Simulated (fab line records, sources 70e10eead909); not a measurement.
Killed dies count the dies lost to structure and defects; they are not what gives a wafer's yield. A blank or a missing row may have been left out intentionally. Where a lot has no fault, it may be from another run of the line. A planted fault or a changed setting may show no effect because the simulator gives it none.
fab line records	flow nand-harc
[record] lots = 14	wafers = 42	last-day = 33
route steps=1302 shown A_CHANNEL_FILL_D1@495 THIN_TSV@1272 END@1302
lots that met no fault: from a run of the same line without faults
start-h: the number of hours between the record's first day and the start of the first shown wafer of the lot	wait-h: hours since the lot's step before	" same as the row above	L1.1+2: one row covering several wafers at once	- either no value or no given start	* or withheld: withheld	< > ~ a bound
route shown NAME@n: NAME is a module with steps in the file, n the number in the route of the first one	usual: average and standard deviation across the fault-free wafers	same: alike in all rows	chamber/n: place in a boat	sites: readings site by site	_std_site: how widely they spread, as a standard deviation	_edge_site: mean of outer sites minus mean of inner sites	radius-mm: how far each site lies from the wafer's centre	mask NAME#n: copy n	behind: tool/chamber where the wafer was last shaped	hold: why the lot went on hold/how many hours it stayed there/how the hold came to an end	device: whichever transistor did not switch (one of n, p or np)	end of line: the same wafers' tests at the end of the route	a step given without rows: its recipe and nothing more	killed: the dies lost at the first sort to structure and to defects; this is not the yield of the wafer	map: shows each die of a wafer: x if killed, . if not, _ if none is there
set.NAME: the run value of the setting; set.NAME@STEP: its run value at that earlier step	model.NAME: the simulator's own value behind a step, which no gauge read
route steps across a sampled set of lots; one table per step, one row per wafer
services: a tool's chamber out of use, with start hour (start-h, from the record's first day; less than 0 if before it), hours out, and reason
[[steps]]
[step NHARC_A_CHANNEL_FILL_D1_ALD_15]
[recipe] target-thk-a = 20	pulse-time-s = 60	ald-cycles = 19	temp-c = 630	pressure-torr = 2	material = SiNx
[usual] precursor-pulse-height-rel = 1.000/0.02	susceptor-temp-C = 629.9/0.34
[same] ald-cycles = 19
lot.wafer	tool	chamber	start-h	wait-h	precursor-pulse-height-rel	susceptor-temp-C
L976.2	ald-sin-batch-02	0	216.58	-	1.027	-
L976.4	"	0	"	"	1.001	-
L976.6	"	0	"	"	1.024	-
L977.2	ald-sin-batch-02	0	216.58	-	1.011	-
L977.3	"	0	"	"	1.024	-
L977.5	"	0	"	"	0.967	-
L978.1	ald-sin-batch-02	0	227.66	-	0.975	-
L978.3	"	0	"	"	0.991	-
L978.4	"	0	"	"	0.986	-
L979.1	ald-sin-batch-02	0	244.60	-	1.016	629.4
L979.5	"	0	"	"	1.008	629.6
L979.6	"	0	"	"	1.019	629.7
L980.2	ald-sin-batch-02	0	244.60	-	0.991	629.9
L980.5	"	0	"	"	1.043	629.8
L980.6	"	0	"	"	1.007	629.7
L981.1	ald-sin-batch-01	0	266.12	-	1.003	630.2
L981.2	"	0	"	"	0.989	630.1
L981.3	"	0	"	"	0.993	629.9
L982.1	ald-sin-batch-01	0	266.12	-	1.024	630.3
L982.3	"	0	"	"	1.028	630.2
L982.6	"	0	"	"	0.965	629.6
L984.2	ald-sin-batch-03	0	289.05	-	0.998	-
L984.4	"	0	"	"	0.974	-
L984.5	"	0	"	"	0.980	-
L985.1	ald-sin-batch-01	0	302.51	-	0.960	630.0
L985.3	"	0	"	"	1.007	630.0
L985.6	"	0	"	"	1.026	630.3
L986.1	ald-sin-batch-01	0	302.51	-	1.030	629.6
L986.2	"	0	"	"	0.986	629.8
L986.6	"	0	"	"	1.019	630.2
L993.1	ald-sin-batch-02	0	383.42	-	1.001	629.7
L993.3	"	0	"	"	1.033	630.0
L993.5	"	0	"	"	0.983	630.5
L994.3	ald-sin-batch-01	0	388.04	-	0.998	630.3
L994.4	"	0	"	"	1.006	630.6
L994.5	"	0	"	"	0.984	630.2
L996.1	ald-sin-batch-01	0	410.04	-	0.985	-
L996.2	"	0	"	"	1.017	-
L996.6	"	0	"	"	0.993	-
L997.2	ald-sin-batch-03	0	421.21	-	1.020	-
L997.5	"	0	"	"	0.998	-
L997.6	"	0	"	"	1.000	-
[step NHARC_THIN_TSV_PVD_19]
[recipe] target-thk-a = 200	chamber-pressure-pa = 5	material = TaN
[usual] throttle-valve-pct = 29.6/1.4
lot.wafer	tool	chamber	start-h	wait-h	throttle-valve-pct
L977.3	pvd-sputter-03	-	-	-	30.1
L977.2	"	-	"	"	31.5
L977.5	"	-	"	"	31.6
L976.2	pvd-sputter-03	-	-	-	30.4
L976.4	"	-	"	"	31.5
L976.6	"	-	"	"	30.4
L978.1	pvd-sputter-01	-	-	-	28.7
L978.3	"	-	"	"	30.3
L978.4	"	-	"	"	26.7
L979.1	pvd-sputter-01	-	-	-	30.4
L979.6	"	-	"	"	28.8
L979.5	"	-	"	"	28.8
L980.2	pvd-sputter-02	-	-	-	28.0
L980.6	"	-	"	"	29.7
L980.5	"	-	"	"	30.9
L982.1	pvd-sputter-01	-	-	-	26.7
L982.3	"	-	"	"	28.8
L982.6	"	-	"	"	28.9
L981.3	pvd-sputter-01	-	-	-	28.8
L981.1	"	-	"	"	29.8
L981.2	"	-	"	"	27.0
L984.4	pvd-sputter-03	-	-	-	31.4
L984.2	"	-	"	"	27.6
L984.5	"	-	"	"	31.4
L986.2	pvd-sputter-01	-	-	-	28.9
L986.1	"	-	"	"	29.7
L986.6	"	-	"	"	29.1
L985.3	pvd-sputter-02	-	-	-	31.1
L985.1	"	-	"	"	28.2
L985.6	"	-	"	"	31.4
L993.1	pvd-sputter-03	-	-	-	31.0
L993.3	"	-	"	"	30.4
L993.5	"	-	"	"	30.9
L994.3	pvd-sputter-02	-	-	-	28.3
L994.4	"	-	"	"	29.7
L994.5	"	-	"	"	29.6
L996.1	pvd-sputter-03	-	-	-	30.7
L996.2	"	-	"	"	27.8
L996.6	"	-	"	"	31.0
L997.2	pvd-sputter-02	-	-	-	31.0
L997.5	"	-	"	"	28.5
L997.6	"	-	"	"	29.5
[step NHARC_THIN_TSV_STRIP_56]
[recipe] power-w = 1500	temp-c = 250	chemistry = O2
[usual] drypump-motor-current-A = 5.6/0.43	heater-power-w = 317/32
lot.wafer	tool	chamber	start-h	wait-h	drypump-motor-current-A	heater-power-w	rf-hours-counter-h
L977.2	plasma-asher-01	0	554.56	0.1	5.4	289	6
L977.3	"	0	"	"	5.4	280	-
L977.5	"	1	"	"	6.2	274	-
L976.2	plasma-asher-01	1	567.02	0.1	6.3	275	8
L976.4	"	0	"	"	5.4	285	-
L976.6	"	0	"	"	5.4	294	-
L978.1	plasma-asher-01	0	577.49	0.1	5.4	290	11
L978.4	"	1	"	"	6.2	275	-
L978.3	"	0	"	"	5.4	281	-
L979.1	plasma-asher-02	0	584.34	0.1	5.8	345	26
L979.6	"	0	"	"	5.8	345	-
L979.5	"	1	"	"	5.0	345	-
L980.2	plasma-asher-02	1	592.31	0.1	5.0	350	28
L980.5	"	1	"	"	5.0	348	-
L980.6	"	0	"	"	5.7	343	-
L982.1	plasma-asher-01	1	622.98	0.1	6.2	272	21
L982.3	"	0	"	"	5.4	285	-
L982.6	"	0	"	"	5.4	288	-
L981.1	plasma-asher-02	1	632.19	0.1	5.0	332	4
L981.2	"	0	"	"	5.7	342	4
L981.3	"	0	"	"	5.7	339	-
L984.2	plasma-asher-01	1	643.84	0.1	6.2	267	25
L984.4	"	0	"	"	5.4	285	-
L984.5	"	0	"	"	5.4	283	-
L986.1	plasma-asher-01	1	655.86	0.1	6.2	269	27
L986.2	"	0	"	"	5.4	282	27
L986.6	"	1	"	"	6.2	274	-
L985.1	plasma-asher-02	0	661.92	0.1	5.7	339	11
L985.3	"	1	"	"	5.0	347	-
L985.6	"	0	"	"	5.7	341	-
L993.1	plasma-asher-02	0	722.06	0.1	5.7	340	23
L993.3	"	1	"	"	5.0	341	-
L993.5	"	1	"	"	5.0	347	-
L994.4	plasma-asher-02	0	735.70	0.2	5.7	346	-
L994.3	"	1	"	"	5.0	345	-
L994.5	"	0	"	"	5.7	338	-
L996.2	plasma-asher-02	1	754.68	0.1	5.0	350	33
L996.1	"	0	"	"	5.7	341	33
L996.6	"	0	"	"	5.7	338	-
L997.2	plasma-asher-02	0	768.37	0.1	5.7	345	35
L997.5	"	0	"	"	5.7	343	-
L997.6	"	1	"	"	5.0	345	-
[step NHARC_END_SORT_01]
[recipe] temp-c = 25
[usual] killed-at-array = 55/12	killed-at-other = 1.0/1.2	killed-at-periphery = 3.9/2.6	killed-dies = 60/12	killed-open = 3.3/1.9	killed-short = 2.5/1.8
[same] gross-dies = 677
lot.wafer	tool	chamber	start-h	wait-h	killed-at-array	killed-at-other	killed-at-periphery	killed-dies	killed-open	killed-short
L994.3	prober-02	0	746.71	3.1	130	0	0	130	3	1
L994.4	prober-02	0	747.53	3.5	127	0	5	132	3	5
L994.5	prober-02	0	748.35	3.8	131	0	1	132	5	6
L996.1	prober-02	0	766.97	2.5	137	1	3	141	3	6
L996.2	prober-02	0	767.76	2.8	145	1	1	147	4	6
L996.6	prober-02	0	770.92	4.0	144	2	4	150	4	4
// killed by level:class
L994.3 A_CHANNEL_FILL_D1:unspecified=97 A_CHANNEL_HOLE_D1:chamber-film-flake=9 A_CONTACT:chamber-film-flake=8 A_SLIT:chamber-film-flake=4 A_ZERO_WELL:chamber-film-flake=2 A_STAIRCASE:chamber-film-flake=2 A_WL_FILL:chamber-film-flake=2 A_CHANNEL_FILL_D1:geometric-particle:open=1
L994.4 A_CHANNEL_FILL_D1:unspecified=98 A_CHANNEL_HOLE_D1:chamber-film-flake=13 A_SLIT:chamber-film-flake=4 P_GATE:geometric-particle:short=3 A_STAIRCASE:chamber-film-flake=3 A_CONTACT:chamber-film-flake=3 A_WL_FILL:chamber-film-flake=2 P_CONTACT:geometric-particle:open=1
L994.5 A_CHANNEL_FILL_D1:unspecified=93 A_CONTACT:chamber-film-flake=10 A_CHANNEL_HOLE_D1:chamber-film-flake=7 A_SLIT:chamber-film-flake=6 A_CHANNEL_FILL_D2:geometric-particle:short=4 A_WL_FILL:geometric-particle:short=2 A_WL_FILL:geometric-particle:open=2 A_CHANNEL_FILL_D1:chamber-film-flake=2
L996.1 A_CHANNEL_FILL_D1:unspecified=96 A_CHANNEL_HOLE_D2:chamber-film-flake=22 A_SLIT:chamber-film-flake=4 A_WL_FILL:geometric-particle:short=3 P_STI:chamber-film-flake=2 A_CONTACT:chamber-film-flake=2 A_ONON_D1:geometric-particle:open=1 A_CHANNEL_FILL_D1:geometric-particle:open=1
L996.2 A_CHANNEL_FILL_D1:unspecified=97 A_CHANNEL_HOLE_D2:chamber-film-flake=23 A_SLIT:chamber-film-flake=7 A_ZERO_WELL:chamber-film-flake=3 A_CONTACT:chamber-film-flake=3 A_WL_FILL:geometric-particle:short=2 A_WL_FILL:geometric-particle:open=2 A_M0:geometric-particle:short=2
L996.6 A_CHANNEL_FILL_D1:unspecified=92 A_CHANNEL_HOLE_D2:chamber-film-flake=32 A_SLIT:chamber-film-flake=6 A_CONTACT:chamber-film-flake=5 A_WL_FILL:geometric-particle:short=2 A_STAIRCASE:chamber-film-flake=2 THIN_TSV:chamber-film-flake=2 P_CONTACT:geometric-particle:open=1
[[services]]
tool	chamber	start-h	hours	kind
pvd-sputter-01	-	226.00	10.0	pm
pvd-sputter-03	-	235.28	4.8	repair
plasma-asher-02	-	249.23	9.0	pm
ald-sin-batch-02	-	266.00	26.0	pm
plasma-asher-02	-	267.15	9.2	repair
plasma-asher-02	-	311.32	9.8	repair
pvd-sputter-03	-	328.09	1.5	repair
plasma-asher-01	-	342.00	9.0	pm
pvd-sputter-03	-	349.62	10.0	pm
pvd-sputter-03	-	396.20	26.5	repair
pvd-sputter-01	-	404.00	10.0	pm
plasma-asher-01	-	422.72	1.0	repair
ald-sin-batch-02	-	425.05	8.3	repair
plasma-asher-02	-	426.23	9.0	pm
plasma-asher-02	-	452.03	14.8	repair
plasma-asher-02	-	501.49	0.6	repair
ald-sin-batch-01	-	506.63	26.0	pm
plasma-asher-01	-	519.00	9.0	pm
plasma-asher-02	-	535.60	8.6	repair
plasma-asher-02	-	603.23	9.0	pm
plasma-asher-01	-	607.42	2.4	repair
ald-sin-batch-02	-	619.18	20.1	repair
plasma-asher-01	-	696.00	9.0	pm
plasma-asher-01	-	744.70	1.2	repair
[[key]]
[first-sign] step = NHARC_END_SORT_01	reading = killed-at-array	direction = up	sigmas = 6.7	usual = 55	struck = 136
[effect] step = NHARC_END_SORT_01	reading = killed-dies	direction = up	sigmas = 6.6	usual = 60	struck = 139
[more-kills-born-at] NHARC_A_CHANNEL_FILL_D1_ALD_15@ald-sin-batch-01 = 573
met-at NHARC_A_CHANNEL_FILL_D1_ALD_15
struck-lots L994,L996
tester-left-out L994,L996
not-acting-at NHARC_THIN_TSV_PVD_19,NHARC_THIN_TSV_STRIP_56
onset-between 302.51 388.04
[fault] kind = chamber-particle-source	tool = ald-sin-batch-01	chamber = -	onset-h = 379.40	steps = NHARC_A_CHANNEL_FILL_D1_ALD_15	rate-per-visit-cm2 = 1.4356	end-h = 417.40
// tester-left-out: of these lots the tester's yield and bins aren't shown, on N5 and GAA mostly nor the transistor test; their killed dies are dies lost to structure and defects alone, not to doping, threshold or leakage, so they don't give the yield
